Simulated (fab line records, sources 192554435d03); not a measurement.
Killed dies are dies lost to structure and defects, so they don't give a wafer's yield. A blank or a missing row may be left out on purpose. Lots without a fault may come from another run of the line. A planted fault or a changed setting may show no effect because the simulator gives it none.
fab line records | flow n5_finfet | part 1 of 2: steps 1 to 20 of 31
record lots=5 wafers=15 last_day=17
route steps=1938 shown BEOL_M15@1776
lots that met no fault: from a run of the same line without faults
start_h: hours from the record's first day to the start of the lot's first wafer shown | wait_h: hours since the lot's step before | " the same as in the row above | L1.1+2: a row that stands for several wafers | - no value, or no start given | * or withheld: withheld | < > ~ a bound
route shown NAME@n: a module of which the file shows steps, and the number in the route of the first | usual: mean/standard deviation of fault-free wafers | same: alike in all rows | chamber/n: place in a boat | sites: the reading at each site | _std_site: their standard deviation | _edge_site: outer sites' mean less inner sites' | radius_mm: how far each site lies from the wafer's centre | mask NAME#n: copy n | behind: the tool/chamber that last shaped the wafer | hold: why the lot was held/for how many hours/how that ended | device: the transistor (n, p or np) that didn't switch | end of line: the same wafers' tests at the end of the route | a step without rows: its recipe alone | killed: dies lost to structure and defects at the first sort, not the wafer's yield | map: a wafer's dies, x killed, . not, _ none there
set.NAME: the setting as run; set.NAME@STEP: as run at that earlier step | model.NAME: the simulator's own value behind a step, which no gauge read
lots at some steps of the route; a table a step, a row a wafer
services: from which hour (start_h, from the record's first day; less than 0 if before it) a tool's chamber was out of use, for how many hours, and why
## steps
# step N5_BEOL_M15_COAT_04
# recipe spin_rpm=1704 resist_thk_nm=800
# usual exhaust_pa=45.2/0.75
# columns lot.wafer tool chamber start_h wait_h exhaust_pa
L077.1 litho_track-04 0 - - 44.6
L077.2 " 0 " " 44.6
L077.5 " 0 " " 43.7
L083.3 litho_track-04 0 - - 44.5
L083.4 " 0 " " 45.0
L083.6 " 0 " " 45.6
L085.1 litho_track-01 0 - - 45.5
L085.3 " 0 " " 45.5
L085.5 " 0 " " 45.0
L088.1 litho_track-03 0 - - 46.0
L088.3 " 0 " " 45.1
L088.4 " 0 " " 45.6
L095.1 litho_track-01 0 - - 44.8
L095.3 " 0 " " 44.6
L095.6 " 0 " " 44.6
# step N5_BEOL_M15_EBR_06
# recipe solvent=PGMEA ebr_width_mm=1.5
# usual exhaust_pa=44.9/0.81
# columns lot.wafer tool chamber start_h wait_h exhaust_pa
L077.1 litho_track-04 0 - - 44.1
L077.2 " 0 " " 44.1
L077.5 " 0 " " 44.5
L083.3 litho_track-04 0 - - 44.4
L083.4 " 0 " " 43.4
L083.6 " 0 " " 44.9
L085.1 litho_track-01 0 - - 44.0
L085.3 " 0 " " 44.5
L085.5 " 0 " " 44.7
L088.1 litho_track-03 0 - - 45.8
L088.3 " 0 " " 45.5
L088.4 " 0 " " 45.8
L095.1 litho_track-01 0 - - 42.9
L095.3 " 0 " " 44.7
L095.6 " 0 " " 45.1
# step N5_BEOL_M15_SOFTBAKE_05
# recipe temp_c=130 time_s=60
# usual exhaust_pa=45.0/0.89
# same time_s=60
# columns lot.wafer tool chamber start_h wait_h exhaust_pa
L077.1 litho_track-04 0 - - 44.3
L077.2 " 0 " " 45.5
L077.5 " 0 " " 45.9
L083.3 litho_track-04 0 - - 45.1
L083.4 " 0 " " 45.6
L083.6 " 0 " " 45.6
L085.1 litho_track-01 0 - - 43.6
L085.3 " 0 " " 43.9
L085.5 " 0 " " 44.9
L088.1 litho_track-03 0 - - 43.0
L088.3 " 0 " " 44.7
L088.4 " 0 " " 45.3
L095.1 litho_track-01 0 - - 44.1
L095.3 " 0 " " 44.3
L095.6 " 0 " " 45.8
# step N5_BEOL_M15_EXPOSE_07
# recipe mask_id=V14 na=0.8 source_shape=annular sigma_inner=0.5 sigma_outer=0.8 polarization=unpolarized attpsm_phase_deg=180 dose_mj=41.25
# columns lot.wafer tool chamber start_h wait_h mask
L077.1+2+5 krf_scanner-01 0 256.95 - V14#0
L083.3+4+6 krf_scanner-01 0 299.47 - V14#0
L085.1+3+5 krf_scanner-01 0 306.84 - V14#0
L088.1+3+4 krf_scanner-01 0 326.42 - V14#0
L095.1+3+6 krf_scanner-02 0 375.76 - V14#0
# step N5_BEOL_M15_PEB_08
# recipe peb_temp_c=130 peb_time_s=90
# usual exhaust_pa=44.8/1
# same peb_time_s=90
# columns lot.wafer tool chamber start_h wait_h exhaust_pa
L077.1 litho_track-04 0 257.01 0.1 45.5
L077.2 " 0 " " 45.5
L077.5 " 0 " " 46.2
L083.3 litho_track-03 0 299.51 0.0 43.8
L083.4 " 0 " " 43.7
L083.6 " 0 " " 43.6
L085.1 litho_track-04 0 306.89 0.1 43.8
L085.3 " 0 " " 45.9
L085.5 " 0 " " 45.6
L088.1 litho_track-04 0 326.48 0.1 46.7
L088.3 " 0 " " 45.7
L088.4 " 0 " " 45.8
L095.1 litho_track-04 0 375.82 0.1 44.7
L095.3 " 0 " " 46.6
L095.6 " 0 " " 45.1
# step N5_BEOL_M15_DEVELOP_09
# recipe develop_time_s=45 rinse_liquid=diw dry=air_spin dev_temp_c=21
# usual exhaust_pa=44.8/0.84
# columns lot.wafer tool chamber start_h wait_h exhaust_pa
L077.1 litho_track-04 0 - - 44.5
L077.2 " 0 " " 45.2
L077.5 " 0 " " 45.6
L083.3 litho_track-03 0 - - 45.7
L083.4 " 0 " " 44.7
L083.6 " 0 " " 45.6
L085.1 litho_track-04 0 - - 44.5
L085.3 " 0 " " 43.6
L085.5 " 0 " " 44.5
L088.1 litho_track-04 0 - - 43.9
L088.3 " 0 " " 44.2
L088.4 " 0 " " 43.2
L095.1 litho_track-04 0 - - 44.2
L095.3 " 0 " " 45.0
L095.6 " 0 " " 45.0
# step N5_BEOL_M15_HARDBAKE_14
# recipe temp_c=130 time_s=120
# usual exhaust_pa=45.0/0.99
# same time_s=120
# columns lot.wafer tool chamber start_h wait_h exhaust_pa
L077.1 litho_track-04 0 - - 45.6
L077.2 " 0 " " 44.7
L077.5 " 0 " " 45.6
L083.3 litho_track-03 0 - - 46.1
L083.4 " 0 " " 45.1
L083.6 " 0 " " 45.0
L085.1 litho_track-04 0 - - 43.5
L085.3 " 0 " " 44.5
L085.5 " 0 " " 44.5
L088.1 litho_track-04 0 - - 45.1
L088.3 " 0 " " 45.2
L088.4 " 0 " " 44.2
L095.1 litho_track-04 0 - - 45.9
L095.3 " 0 " " 46.8
L095.6 " 0 " " 45.1
# step N5_BEOL_M15_CD_MEAS_10
# recipe target_cd_nm=360 landing_energy_ev=500 detector=se_inlens polarity=opening
# usual cd_nm=359.5/1.7
# columns lot.wafer tool chamber start_h wait_h cd_nm
L077.1 cd_sem-02 0 257.13 - 359.3
L077.2 " 0 " " 360.6
L077.5 " 0 " " 360.1
L083.3 cd_sem-03 0 299.63 - 358.4
L083.4 " 0 " " 358.9
L083.6 " 0 " " 358.0
L085.1 cd_sem-03 0 307.01 - 359.7
L085.3 " 0 " " 359.7
L085.5 " 0 " " 357.4
L088.1 cd_sem-03 0 326.59 - 359.7
L088.3 " 0 " " 360.6
L088.4 " 0 " " 362.0
L095.1 cd_sem-02 0 375.94 - 362.6
L095.3 " 0 " " 358.7
L095.6 " 0 " " 359.7
# step N5_BEOL_M15_OVL_MEAS_11
# recipe points_per_wafer=44
# usual V14_OVL=1/6.6
# columns lot.wafer tool chamber start_h wait_h V14_OVL[nm]
L077.1 overlay-02 0 257.16 0.0 3
L077.2 " 0 " " -5
L077.5 " 0 " " 1
L083.3 overlay-01 0 299.66 0.0 11
L083.4 " 0 " " 7
L083.6 " 0 " " 13
L085.1 overlay-02 0 307.04 0.0 -7
L085.3 " 0 " " 3
L085.5 " 0 " " -8
L088.1 overlay-02 0 326.62 0.0 -8
L088.3 " 0 " " -7
L088.4 " 0 " " -6
L095.1 overlay-02 0 375.97 0.0 1
L095.3 " 0 " " 2
L095.6 " 0 " " 4
# step N5_BEOL_M15_INSPECT_12
# recipe mode=adi inspect_instrument=macro
# usual raw_defect_count=2.2/1.4
# columns lot.wafer tool chamber start_h wait_h raw_defect_count
L077.1 defect_inspect-01 - 257.18 0.0 4
L077.2 " - " " 3
L077.5 " - " " 2
L083.3 defect_inspect-01 - 299.68 0.0 2
L083.4 " - " " 0
L083.6 " - " " 2
L085.1 defect_inspect-02 - 307.06 0.0 3
L085.3 " - " " 0
L085.5 " - " " 0
L088.1 defect_inspect-01 - 326.65 0.0 2
L088.3 " - " " 2
L088.4 " - " " 2
L095.1 defect_inspect-01 - 375.99 0.0 3
L095.3 " - " " 2
L095.6 " - " " 3
# step N5_BEOL_M15_DESCUM_15
# recipe chemistry=O2 time_s=7.9 source_power_w=50 bias_power_w=20 pressure_mtorr=20 rf_frequency_hz=2.712e+07 temp_c=40 o2_flow_sccm=225
# usual drypump_motor_current_A=5.6/0.34 oes_product_au=0.81/0.076 rf_vpp_V=243.4/1.4 showerhead_plenum_p_Torr=2.11/0.08 throttle_valve_pct=20.24/0.25
# same time_s=7.9
# columns lot.wafer tool chamber start_h wait_h drypump_motor_current_A oes_product_au rf_hours_counter_h rf_vpp_V showerhead_plenum_p_Torr throttle_valve_pct
L077.1 rie_diel-06 2 257.21 0.0 5.2 0.69 233 241.4 2.05 20.65
L077.2 " 1 " " 5.9 0.84 62 242.1 2.10 19.79
L077.5 " 2 " " 5.2 0.70 - 243.0 2.05 20.65
L083.3 rie_diel-03 1 299.77 0.1 6.0 0.76 119 242.9 2.18 19.98
L083.4 " 2 " " 5.3 0.73 199 241.4 1.97 19.95
L083.6 " 0 " " 5.2 0.80 - 245.7 2.21 20.17
L085.1 rie_diel-03 1 307.10 0.0 6.0 0.76 121 243.5 2.18 19.99
L085.3 " 3 " " 5.9 0.92 17 243.9 2.14 20.49
L085.5 " 1 " " 6.0 0.76 - 243.0 2.18 19.99
L088.1 rie_diel-06 2 326.79 0.1 5.2 0.97 2 243.2 2.04 20.29
L088.3 " 1 " " 5.9 0.81 86 243.6 2.09 19.83
L088.4 " 0 " " 5.7 0.84 84 242.5 2.02 20.47
L095.1 rie_diel-06 2 376.02 0.0 5.2 0.93 16 244.6 2.04 20.31
L095.3 " 0 " " 5.8 0.84 99 242.8 2.02 20.50
L095.6 " 3 " " 5.3 0.78 - 245.8 2.19 20.49
# step N5_BEOL_M15_ETCH_59
# recipe chemistry=N2/H2 target=BARC target_depth_a=890 overetch_a=267 time_s=67.9 ion_energy_ev=200 pressure_mtorr=30 source_w=840 bias_w=150 n2_flow_sccm=200 h2_flow_sccm=200
# usual drypump_motor_current_A=5.6/0.34 n2_flow_sccm=200.0/0.59 oes_product_au=0.69/0.06 rf_vpp_V=524.6/2.8 showerhead_plenum_p_Torr=2.57/0.092 throttle_valve_pct=17.75/0.27
# same time_s=67.9
# columns lot.wafer tool chamber start_h wait_h drypump_motor_current_A n2_flow_sccm oes_product_au rf_hours_counter_h rf_vpp_V showerhead_plenum_p_Torr throttle_valve_pct
L077.1 rie_diel-06 2 257.25 0.0 5.2 200.3 0.59 233 523.0 2.51 18.27
L077.2 " 1 " " 5.9 199.4 0.72 62 525.1 2.57 17.35
L077.5 " 2 " " 5.2 199.9 0.59 - 523.1 2.51 18.26
L083.3 rie_diel-03 1 299.81 0.0 6.0 200.9 0.65 119 527.5 2.67 17.44
L083.4 " 2 " " 5.2 199.9 0.62 199 519.5 2.43 17.62
L083.6 " 0 " " 5.2 199.8 0.68 - 526.4 2.68 17.64
L085.1 rie_diel-03 1 307.13 0.0 6.0 199.7 0.66 121 527.4 2.67 17.46
L085.3 " 3 " " 5.9 199.1 0.78 17 525.6 2.63 18.26
L085.5 " 1 " " 6.0 199.9 0.66 - 525.2 2.67 17.45
L088.1 rie_diel-06 2 326.82 0.0 5.2 198.9 0.82 2 522.4 2.51 17.85
L088.3 " 1 " " 5.9 200.4 0.69 86 525.1 2.56 17.38
L088.4 " 0 " " 5.8 200.4 0.72 84 521.4 2.45 17.75
L095.1 rie_diel-06 2 376.06 0.0 5.2 198.9 0.78 16 522.2 2.50 17.90
L095.3 " 0 " " 5.7 199.7 0.70 99 521.9 2.45 17.78
L095.6 " 3 " " 5.3 200.3 0.67 - 526.7 2.64 17.92
# step N5_BEOL_M15_VIA_ETCH_16
# recipe chemistry=C4F8/O2/Ar target=SiO2 he_inner_torr=15 he_outer_torr=30 target_depth_a=17922 time_s=withheld ion_energy_ev=800 pressure_mtorr=20 source_w=1905 bias_w=2040 Ar_flow_sccm=400 C4F8_flow_sccm=16 O2_flow_sccm=12 ends=cleared
# usual drypump_motor_current_A=5.6/0.34 oes_f_703_au=0.81/0.074 oes_product_au=0.73/0.069 rf_vpp_V=2212/27 showerhead_plenum_p_Torr=3.46/0.12 throttle_valve_pct=30.7/0.34
# columns lot.wafer tool chamber start_h wait_h drypump_motor_current_A oes_f_703_au oes_product_au rf_vpp_V showerhead_plenum_p_Torr throttle_valve_pct
L077.1 rie_diel-06 2 257.30 0.0 5.2 0.70 0.62 2199 3.42 31.3
L077.2 " 1 " " 5.9 0.83 0.76 2226 3.46 30.3
L077.5 " 2 " " 5.2 0.70 0.62 2198 3.42 31.3
L083.3 rie_diel-03 1 299.86 0.0 6.0 0.76 0.68 2210 3.57 30.3
L083.4 " 2 " " 5.2 0.73 0.65 2191 3.26 30.2
L083.6 " 0 " " 5.3 0.77 0.72 2218 3.63 30.8
L085.1 rie_diel-03 1 307.18 0.0 6.0 0.75 0.68 2209 3.57 30.3
L085.3 " 3 " " 5.9 0.92 0.83 2229 3.51 31.2
L085.5 " 1 " " 6.0 0.76 0.68 2210 3.57 30.3
L088.1 rie_diel-06 2 326.87 0.0 5.2 0.96 0.87 2196 3.41 31.1
L088.3 " 1 " " 5.9 0.82 0.74 2225 3.45 30.3
L088.4 " 0 " " 5.8 0.84 0.76 2166 3.30 30.6
L095.1 rie_diel-06 2 376.11 0.0 5.2 0.91 0.83 2197 3.40 31.1
L095.3 " 0 " " 5.8 0.82 0.74 2165 3.29 30.6
L095.6 " 3 " " 5.3 0.78 0.69 2246 3.59 30.9
# step N5_BEOL_M15_STRIP_63
# recipe chemistry=O2 power_w=600 temp_c=60 pressure_mtorr=30 rf_frequency_hz=6e+07 bias_power_w=0 overash_fraction=0.3 o2_flow_sccm=225
# usual drypump_motor_current_A=5.6/0.34 oes_product_au=0.81/0.076 rf_vpp_V=3.6/0.75 showerhead_plenum_p_Torr=2.11/0.08 throttle_valve_pct=16.50/0.23
# columns lot.wafer tool chamber start_h wait_h drypump_motor_current_A oes_product_au rf_hours_counter_h rf_vpp_V showerhead_plenum_p_Torr throttle_valve_pct
L077.1 rie_diel-06 2 - - 5.2 0.69 233 3.6 2.05 16.92
L077.2 " 1 " " 5.9 0.84 63 3.4 2.10 16.10
L077.5 " 2 " " 5.2 0.69 - 2.9 2.05 16.93
L083.3 rie_diel-03 1 - - 6.0 0.76 119 4.0 2.19 16.26
L083.4 " 2 " " 5.2 0.72 199 2.9 1.98 16.30
L083.6 " 0 " " 5.3 0.80 - 2.1 2.22 16.36
L085.1 rie_diel-03 1 - - 6.0 0.76 121 3.8 2.19 16.27
L085.3 " 3 " " 5.8 0.92 17 3.8 2.14 16.65
L085.5 " 1 " " 6.0 0.76 - 4.1 2.19 16.25
L088.1 rie_diel-06 2 - - 5.2 0.98 2 3.4 2.05 16.51
L088.3 " 1 " " 5.9 0.81 86 3.8 2.10 16.12
L088.4 " 0 " " 5.8 0.85 84 4.2 2.03 16.75
L095.1 rie_diel-06 2 - - 5.2 0.93 16 4.0 2.04 16.53
L095.3 " 0 " " 5.7 0.83 99 3.7 2.02 16.74
L095.6 " 3 " " 5.3 0.76 - 1.6 2.19 16.76
# step N5_BEOL_M15_STRIP_64
# recipe chemistry=O2 power_w=600 temp_c=60 pressure_mtorr=30 rf_frequency_hz=6e+07 bias_power_w=0 overash_fraction=0.3 o2_flow_sccm=225
# usual drypump_motor_current_A=5.6/0.34 oes_product_au=0.81/0.075 rf_vpp_V=3.7/0.47 showerhead_plenum_p_Torr=2.11/0.08 throttle_valve_pct=16.50/0.24
# columns lot.wafer tool chamber start_h wait_h drypump_motor_current_A oes_product_au rf_hours_counter_h rf_vpp_V showerhead_plenum_p_Torr throttle_valve_pct
L077.1 rie_diel-06 2 - - 5.2 0.69 233 3.5 2.05 16.95
L077.2 " 1 " " 5.9 0.84 63 3.4 2.10 16.08
L077.5 " 2 " " 5.2 0.69 - 3.7 2.05 16.94
L083.3 rie_diel-03 1 - - 6.0 0.76 119 3.0 2.19 16.26
L083.4 " 2 " " 5.2 0.73 199 3.2 1.98 16.30
L083.6 " 0 " " 5.2 0.80 - 3.7 2.22 16.40
L085.1 rie_diel-03 1 - - 6.0 0.76 121 4.1 2.19 16.26
L085.3 " 3 " " 5.9 0.91 17 3.4 2.14 16.66
L085.5 " 1 " " 6.0 0.76 - 4.0 2.19 16.26
L088.1 rie_diel-06 2 - - 5.2 0.96 2 3.5 2.05 16.51
L088.3 " 1 " " 5.9 0.81 86 4.2 2.10 16.13
L088.4 " 0 " " 5.8 0.84 84 3.5 2.03 16.73
L095.1 rie_diel-06 2 - - 5.2 0.92 16 3.6 2.04 16.52
L095.3 " 0 " " 5.8 0.83 99 3.3 2.02 16.74
L095.6 " 3 " " 5.3 0.77 - 2.8 2.19 16.74
# step N5_BEOL_M15_STRIP_65
# recipe chemistry=post_etch_residue_remover time_s=60 temp_c=25 remover_ph=withheld remover_water_wt_pct=withheld remover_fluoride_wt_pct=withheld
# same time_s=60
# columns lot.wafer tool chamber start_h wait_h
L077.1+2+5 wet_bench-03 4,6,7 257.65 -
L083.3+4+6 wet_bench-02 0,6,7 300.21 -
L085.1+3+5 wet_bench-04 3,2,1 307.53 -
L088.1+3+4 wet_bench-02 3,4,2 327.23 -
L095.1+3+6 wet_bench-02 5,6,7 376.46 -
# step N5_BEOL_M15_SRD_66
# recipe time_s=30 temp_c=23 rinse_liquid=diw dry=n2_spin spin_rpm=1500 dry_time_s=30
# same time_s=30
# columns lot.wafer tool chamber start_h wait_h
L077.1+2+5 wet_bench-03 4,6,7 257.67 0.0
L083.3+4+6 wet_bench-02 0,6,7 300.23 0.0
L085.1+3+5 wet_bench-04 3,2,1 307.55 0.0
L088.1+3+4 wet_bench-02 3,4,2 327.25 0.0
L095.1+3+6 wet_bench-02 5,6,7 376.50 0.0
# step N5_BEOL_M15_CD_MEAS_17
# recipe target_cd_nm=360 polarity=opening
# usual cd_nm=361.0/1.9
# columns lot.wafer tool chamber start_h wait_h cd_nm
L077.1 cd_sem-03 - 257.71 0.0 361.0
L077.2 " - " " 359.6
L077.5 " - " " 361.6
L083.3 cd_sem-01 - 300.27 0.0 360.1
L083.4 " - " " 359.1
L083.6 " - " " 361.3
L085.1 cd_sem-03 - 307.59 0.0 363.1
L085.3 " - " " 360.0
L085.5 " - " " 360.1
L088.1 cd_sem-01 - 327.29 0.0 359.3
L088.3 " - " " 361.8
L088.4 " - " " 363.4
L095.1 cd_sem-02 - 376.56 0.0 363.3
L095.3 " - " " 359.4
L095.6 " - " " 361.0
# step N5_BEOL_M15_COAT_56
# recipe resist=SOC temp_c=250 time_s=60 spin_rpm=1500 resist_thk_nm=550
# usual exhaust_pa=45.0/0.87
# same time_s=60
# columns lot.wafer tool chamber start_h wait_h exhaust_pa
L077.1 litho_track-04 0 257.75 0.0 44.2
L077.2 " 0 " " 43.4
L077.5 " 0 " " 45.4
L083.3 litho_track-04 0 300.31 0.0 45.8
L083.4 " 0 " " 46.8
L083.6 " 0 " " 45.4
L085.1 litho_track-03 0 307.63 0.0 44.8
L085.3 " 0 " " 45.0
L085.5 " 0 " " 45.7
L088.1 litho_track-04 0 327.33 0.0 45.2
L088.3 " 0 " " 46.0
L088.4 " 0 " " 45.3
L095.1 litho_track-01 0 376.60 0.0 44.3
L095.3 " 0 " " 43.9
L095.6 " 0 " " 44.7
# step N5_BEOL_M15_ETCH_57
# recipe chemistry=N2/H2 target=SOC source_w=3000 bias_w=350 time_s=750 ion_energy_ev=200 pressure_mtorr=30 n2_flow_sccm=200 h2_flow_sccm=200
# usual drypump_motor_current_A=5.7/0.39 n2_flow_sccm=200.0/0.61 oes_product_au=0.79/0.088 rf_vpp_V=524.4/2.6 showerhead_plenum_p_Torr=2.56/0.093 throttle_valve_pct=17.68/0.24
# same time_s=750
# columns lot.wafer tool chamber start_h wait_h drypump_motor_current_A n2_flow_sccm oes_product_au rf_hours_counter_h rf_vpp_V showerhead_plenum_p_Torr throttle_valve_pct
L077.1 rie_diel-01 2 257.81 - 6.1 200.7 0.69 242 520.7 2.40 17.89
L077.2 " 0 " " 5.2 199.8 0.70 198 525.6 2.64 17.97
L077.5 " 1 " " 5.8 201.1 0.70 - 524.5 2.51 17.63
L083.3 rie_diel-01 3 300.39 - 6.2 200.4 0.85 83 520.9 2.46 17.49
L083.4 " 0 " " 5.2 200.8 0.68 - 526.8 2.63 18.00
L083.6 " 3 " " 6.2 200.2 0.84 - 522.1 2.46 17.49
L085.1 rie_diel-06 0 307.90 - 5.8 200.1 0.85 77 521.9 2.45 17.63
L085.3 " 3 " " 5.3 200.3 0.79 104 527.2 2.65 17.78
L085.5 " 0 " " 5.8 199.5 0.85 - 521.8 2.45 17.65
L088.1 rie_diel-06 0 327.39 - 5.8 199.8 0.86 84 521.8 2.45 17.66
L088.3 " 1 " " 5.9 201.0 0.81 86 525.2 2.56 17.28
L088.4 " 2 " " 5.2 199.9 0.98 2 522.7 2.51 17.76
L095.1 rie_diel-06 1 376.67 - 5.9 199.9 0.81 102 524.7 2.55 17.30
L095.3 " 0 " " 5.8 200.2 0.83 99 520.7 2.45 17.67
L095.6 " 3 " " 5.3 200.0 0.77 - 526.9 2.64 17.80
